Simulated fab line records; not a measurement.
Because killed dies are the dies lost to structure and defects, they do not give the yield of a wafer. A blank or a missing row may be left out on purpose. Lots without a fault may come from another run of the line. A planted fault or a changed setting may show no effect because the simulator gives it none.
fab line records	flow nand-harc	part 2 of 2: steps 15 to 25 of 25
record lots=5	wafers=15	last-day=33
route steps=1302 shown A_CHANNEL_HOLE_D1@469 A_CHANNEL_FILL_D1@490
lots that met no fault: from a run of the same line without faults
start-h: the number of hours between the record's first day and the start of the first shown wafer of the lot	wait-h: hours elapsed since this lot's preceding step	" repeats the value in the row above	L1.1+2: a row that stands for several wafers	- value missing, or start not given	* or withheld: withheld	< > ~ a bound
route shown NAME@n: a module of which the file shows steps, and the number in the route of the first	usual: the fault-free wafers' mean and standard deviation	same: alike in all rows	chamber/n: place in a boat	sites: readings site by site	_std_site: standard deviation across them	_edge_site: inner sites' mean taken away from outer sites' mean	radius-mm: for every site, how far away it sits from the centre of the wafer	mask NAME#n: copy n	behind: the last tool/chamber to shape the wafer	hold: what put the lot on hold/how long, in hours/how the hold closed	device: names the non-switching transistor (n, p or np)	end of line: at the end of the route, the tests of the same wafers	a step given without rows: its recipe and nothing more	killed: dies lost to structure and defects at the first sort, not the wafer's yield	map: dies across one wafer; x = killed, . = not, _ = none there
set.NAME: the setting as run; set.NAME@STEP: as run at that earlier step	model.NAME: the simulator's own value behind a step, which no gauge read
lots at selected steps of the route; one table per step, one row per wafer
services: when a tool's chamber went out of use (start-h, in hours from the record's first day, below 0 if earlier), for how many hours, and the reason
## steps
# step NHARC_A_CHANNEL_HOLE_D1_ETCH_44
# recipe target-depth-a=1400	overetch-a=140	time-s=77	ion-energy-ev=100	cf4-flow-sccm=80	o2-flow-sccm=20	ar-flow-sccm=0	rf-w=300	bias-w=100	chemistry=CF4/O2
# usual drypump-motor-current-A=5.9/0.43	o2-flow-sccm=19.99/0.06	oes-product-au=0.999/0.014	rf-fwd-power-W=297.8/1.2	rf-vpp-V=198.1/1.4	showerhead-plenum-p-Torr=1.35/0.051	throttle-valve-pct=13.398/0.0092
lot.wafer	tool	chamber	start-h	wait-h	drypump-motor-current-A	o2-flow-sccm	oes-product-au	rf-fwd-power-W	rf-hours-counter-h	rf-vpp-V	showerhead-plenum-p-Torr	throttle-valve-pct
L078.3	rie-diel-03	3	223.81	0.1	5.4	19.99	0.998	299.0	8	199.6	1.38	13.392
L078.4	"	0	"	"	5.7	20.04	1.013	297.6	8	198.5	1.38	13.417
L078.1	"	2	"	"	6.6	20.10	0.995	297.9	8	199.0	1.34	13.405
L088.2	rie-diel-03	2	332.16	0.1	6.6	20.05	1.014	295.9	3	197.9	1.34	13.418
L088.6	"	1	"	"	5.9	19.94	1.009	298.7	-	199.3	1.30	13.385
L088.5	"	2	"	"	6.6	19.97	1.009	299.2	-	197.9	1.34	13.402
L090.2	rie-diel-03	0	350.66	0.1	5.7	19.95	1.021	296.3	6	196.8	1.38	13.389
L090.5	"	0	"	"	5.7	19.98	1.021	298.2	-	198.0	1.38	13.401
L090.6	"	1	"	"	5.9	20.03	1.011	297.9	-	197.4	1.30	13.399
L096.1	rie-diel-03	0	404.11	0.1	5.7	19.99	1.017	296.3	12	200.3	1.37	13.414
L096.5	"	2	"	"	6.6	19.99	0.997	299.3	-	198.5	1.34	13.387
L096.6	"	3	"	"	5.4	20.03	0.988	297.5	-	199.1	1.38	13.404
L097.2	rie-diel-03	1	415.54	0.1	5.9	19.81	1.010	296.6	12	197.5	1.30	13.393
L097.4	"	2	"	"	6.6	20.00	1.000	298.9	11	196.9	1.34	13.392
L097.5	"	0	"	"	5.7	20.01	1.020	297.5	-	199.5	1.37	13.396
# step NHARC_A_CHANNEL_HOLE_D1_STRIP_27
# recipe o2-flow-sccm=500	ar-flow-sccm=0	bias-w=0	chemistry=O2
# usual drypump-motor-current-A=5.9/0.43	o2-flow-sccm=500.0/1.5	oes-product-au=1.000/0.015	rf-vpp-V=58.0/0.8	showerhead-plenum-p-Torr=3.57/0.12	throttle-valve-pct=17.036/0.0086
lot.wafer	tool	chamber	start-h	wait-h	drypump-motor-current-A	o2-flow-sccm	oes-product-au	rf-hours-counter-h	rf-vpp-V	showerhead-plenum-p-Torr	throttle-valve-pct
L078.3	rie-diel-03	2	-	-	6.6	500.0	1.008	8	58.1	3.54	17.043
L078.4	"	0	"	"	5.7	497.3	1.017	8	58.6	3.64	17.036
L078.1	"	1	"	"	6.0	498.6	1.003	8	58.9	3.45	17.037
L088.2	rie-diel-03	2	-	-	6.6	498.8	1.010	3	57.9	3.54	17.040
L088.5	"	0	"	"	5.7	501.5	1.017	-	56.7	3.63	17.054
L088.6	"	1	"	"	5.9	495.3	1.011	-	57.2	3.44	17.045
L090.2	rie-diel-03	2	-	-	6.6	499.2	1.006	6	58.7	3.54	17.035
L090.5	"	2	"	"	6.6	499.5	1.014	-	57.9	3.54	17.032
L090.6	"	3	"	"	5.4	500.7	0.985	-	58.8	3.64	17.029
L096.1	rie-diel-03	0	-	-	5.7	497.3	1.006	12	58.0	3.63	17.037
L096.5	"	3	"	"	5.4	500.2	0.977	-	60.0	3.64	17.040
L096.6	"	0	"	"	5.7	499.7	1.010	-	57.7	3.63	17.046
L097.2	rie-diel-03	2	-	-	6.6	496.7	1.000	11	58.2	3.53	17.044
L097.4	"	1	"	"	5.9	501.0	1.002	12	57.4	3.44	17.019
L097.5	"	3	"	"	5.4	502.1	0.981	-	57.8	3.64	17.047
# step NHARC_A_CHANNEL_HOLE_D1_PRECLEAN_28
# recipe time-s=*	temp-c=50	bath-age-min=0	chemistry=SC1
# usual diw-flow-mL-min=1415/4.3	h2o2-flow-mL-min=56.61/0.17
lot.wafer	tool	chamber	start-h	wait-h	diw-flow-mL-min	h2o2-flow-mL-min
L078.4	wet-bench-06	2	224.47	-	1417	56.92
L078.3	"	3	"	"	1418	56.46
L078.1	"	4	"	"	1414	56.49
L088.2	wet-bench-05	4	332.81	-	1420	56.54
L088.6	"	5	"	"	1422	56.71
L088.5	"	0	"	"	1417	56.32
L090.5	wet-bench-09	6	351.31	-	1420	56.78
L090.2	"	2	"	"	1419	56.47
L090.6	"	3	"	"	1417	56.82
L096.1	wet-bench-06	4	404.76	-	1416	56.61
L096.5	"	5	"	"	1414	56.69
L096.6	"	6	"	"	1415	56.37
L097.2	wet-bench-06	6	416.19	-	1417	56.52
L097.5	"	7	"	"	1405	56.57
L097.4	"	3	"	"	1405	56.88
# step NHARC_A_CHANNEL_HOLE_D1_SRD_29
lot.wafer	tool	chamber	start-h	wait-h
L078.4+3+1	wet-bench-06	2,3,4	-	-
L088.2+6+5	wet-bench-05	4,5,0	-	-
L090.5+2+6	wet-bench-09	6,2,3	-	-
L096.1+5+6	wet-bench-06	4,5,6	-	-
L097.2+5+4	wet-bench-06	6,7,3	-	-
# step NHARC_A_CHANNEL_HOLE_D1_CD_MEAS_30
# usual cd-nm=90.4/1.8
lot.wafer	tool	chamber	start-h	wait-h	cd-nm
L078.1	cd-sem-01	-	224.61	-	91.9
L078.3	"	-	"	"	88.2
L078.4	"	-	"	"	89.8
L088.2	cd-sem-02	-	332.95	-	90.7
L088.5	"	-	"	"	90.9
L088.6	"	-	"	"	90.5
L090.2	cd-sem-02	-	351.46	-	87.4
L090.5	"	-	"	"	87.9
L090.6	"	-	"	"	91.3
L096.1	cd-sem-01	-	404.89	-	89.1
L096.5	"	-	"	"	88.8
L096.6	"	-	"	"	92.5
L097.2	cd-sem-03	-	416.33	-	90.3
L097.4	"	-	"	"	86.0
L097.5	"	-	"	"	87.3
# step NHARC_A_CHANNEL_HOLE_D1_XSEM_31
# recipe landing-energy-ev=35000
# usual bot-cd-nm=74.9/2	bow-nm=8.65/0.28	tilt-deg=0.09/0.045
lot.wafer	tool	chamber	start-h	wait-h	bot-cd-nm	bow-nm	tilt-deg
L078.1	xsem-01	0	224.70	0.1	76.2	8.88	0.12
L078.3	"	0	"	"	72.8	8.85	0.11
L078.4	"	0	"	"	74.5	8.87	0.12
L088.2	xsem-01	0	333.04	0.1	75.0	8.42	0.09
L088.5	"	0	"	"	75.8	8.44	0.09
L088.6	"	0	"	"	74.4	8.36	0.09
L090.2	xsem-02	0	351.55	0.1	71.2	8.65	0.04
L090.5	"	0	"	"	72.1	8.74	0.04
L090.6	"	0	"	"	75.6	8.64	0.04
L096.1	xsem-02	0	404.98	0.1	75.2	8.92	0.07
L096.5	"	0	"	"	76.4	8.99	0.07
L096.6	"	0	"	"	78.8	8.95	0.07
L097.2	xsem-01	0	416.42	0.1	73.2	9.25	0.13
L097.4	"	0	"	"	69.8	9.21	0.13
L097.5	"	0	"	"	70.9	9.29	0.13
# step NHARC_A_CHANNEL_HOLE_D1_INSPECT_40
# usual raw-defect-count=68/24
lot.wafer	tool	chamber	start-h	wait-h	raw-defect-count
L078.1	defect-inspect-02	-	224.79	-	31
L078.3	"	-	"	"	37
L078.4	"	-	"	"	36
L088.2	defect-inspect-01	-	333.13	-	100
L088.5	"	-	"	"	84
L088.6	"	-	"	"	104
L090.2	defect-inspect-02	-	351.64	-	76
L090.5	"	-	"	"	55
L090.6	"	-	"	"	62
L096.1	defect-inspect-01	-	405.08	-	75
L096.5	"	-	"	"	55
L096.6	"	-	"	"	40
L097.2	defect-inspect-01	-	416.52	-	51
L097.4	"	-	"	"	33
L097.5	"	-	"	"	51
# step NHARC_A_CHANNEL_FILL_D1_PRECLEAN_00
# recipe time-s=*	temp-c=50	bath-age-min=0	chemistry=SC1
# usual diw-flow-mL-min=1415/4.4	h2o2-flow-mL-min=56.59/0.18
lot.wafer	tool	chamber	start-h	wait-h	diw-flow-mL-min	h2o2-flow-mL-min
L078.3	wet-bench-01	2	224.84	0.0	1411	56.37
L078.4	"	3	"	"	1412	56.40
L078.1	"	5	"	"	1420	56.52
L088.6	wet-bench-07	3	333.18	0.0	1416	56.59
L088.2	"	6	"	"	1417	56.61
L088.5	"	0	"	"	1421	56.88
L090.5	wet-bench-03	0	351.69	0.0	1416	56.64
L090.2	"	2	"	"	1416	56.40
L090.6	"	3	"	"	1415	56.55
L096.1	wet-bench-07	3	405.14	0.1	1410	56.88
L096.5	"	4	"	"	1418	56.42
L096.6	"	5	"	"	1419	56.70
L097.5	wet-bench-03	4	416.57	0.1	1408	56.61
L097.4	"	7	"	"	1417	56.54
L097.2	"	0	"	"	1416	56.65
# step NHARC_A_CHANNEL_FILL_D1_SRD_01
lot.wafer	tool	chamber	start-h	wait-h
L078.3+4+1	wet-bench-01	2,3,5	-	-
L088.6+2+5	wet-bench-07	3,6,0	-	-
L090.5+2+6	wet-bench-03	0,2,3	-	-
L096.1+5+6	wet-bench-07	3,4,5	-	-
L097.5+4+2	wet-bench-03	4,7,0	-	-
# step NHARC_A_CHANNEL_FILL_D1_ALD_02
# recipe target-thk-a=60	pulse-time-s=10	ald-cycles=60	temp-c=300	material=SiO2
# usual heater-power-w=481/55	precursor-pulse-height-rel=1.001/0.017
lot.wafer	tool	chamber	start-h	wait-h	heater-power-w	precursor-pulse-height-rel
L078.3	ald-hk-03	2	226.59	-	549	1.013
L078.1	"	3	"	"	564	0.986
L078.4	"	0	"	"	416	1.013
L088.2	ald-hk-03	0	333.47	-	435	0.982
L088.5	"	2	"	"	543	1.009
L088.6	"	3	"	"	561	0.997
L090.2	ald-hk-04	3	351.98	-	461	1.004
L090.5	"	1	"	"	438	1.000
L090.6	"	2	"	"	482	1.045
L096.1	ald-hk-03	2	405.35	-	583	1.006
L096.6	"	1	"	"	461	1.005
L096.5	"	2	"	"	584	0.999
L097.4	ald-hk-03	2	416.71	-	567	1.005
L097.2	"	3	"	"	562	0.975
L097.5	"	2	"	"	572	1.015
# step NHARC_A_CHANNEL_FILL_D1_ALD_03
# recipe target-thk-a=60	pulse-time-s=60	ald-cycles=58	temp-c=630	pressure-torr=2	material=SiNx
# usual precursor-pulse-height-rel=0.998/0.02
lot.wafer	tool	chamber	start-h	wait-h	precursor-pulse-height-rel
L078.1	ald-sin-batch-03	0	-	-	0.985
L078.3	"	0	"	"	1.012
L078.4	"	0	"	"	1.022
L088.2	ald-sin-batch-02	0	-	-	0.984
L088.5	"	0	"	"	1.005
L088.6	"	0	"	"	1.005
L090.2	ald-sin-batch-02	0	-	-	0.984
L090.5	"	0	"	"	0.988
L090.6	"	0	"	"	0.980
L096.1	ald-sin-batch-03	0	-	-	0.962
L096.5	"	0	"	"	1.003
L096.6	"	0	"	"	0.975
L097.2	ald-sin-batch-03	0	-	-	0.960
L097.4	"	0	"	"	0.995
L097.5	"	0	"	"	1.005
## services
tool	chamber	start-h	hours	kind
rie-diel-04	-	196.15	0.7	repair
wet-bench-03	-	210.40	8.0	pm
ald-hk-03	-	210.74	0.6	repair
ald-hk-03	-	213.46	10.0	pm
wet-bench-05	-	230.84	3.8	repair
har-etch-02	-	235.90	7.0	repair
ald-hk-04	-	254.00	10.0	pm
wet-bench-05	-	260.80	8.0	pm
ald-sin-batch-02	-	266.00	26.0	pm
wet-bench-01	-	277.60	8.0	pm
rie-diel-03	-	281.42	9.0	pm
wet-bench-06	-	297.08	1.4	repair
rie-diel-04	-	303.11	0.3	repair
wet-bench-03	-	333.74	7.8	repair
wet-bench-07	-	336.00	8.0	pm
wet-bench-09	-	352.80	8.0	pm
wet-bench-06	-	369.60	8.0	pm
rie-diel-03	3	372.16	2.7	repair
xsem-01	-	374.00	14.0	pm
wet-bench-05	-	379.95	0.9	repair
wet-bench-07	-	380.07	1.5	repair
har-etch-02	-	380.78	17.0	pm
wet-bench-03	-	386.42	8.0	pm
ald-hk-03	-	391.46	10.0	pm
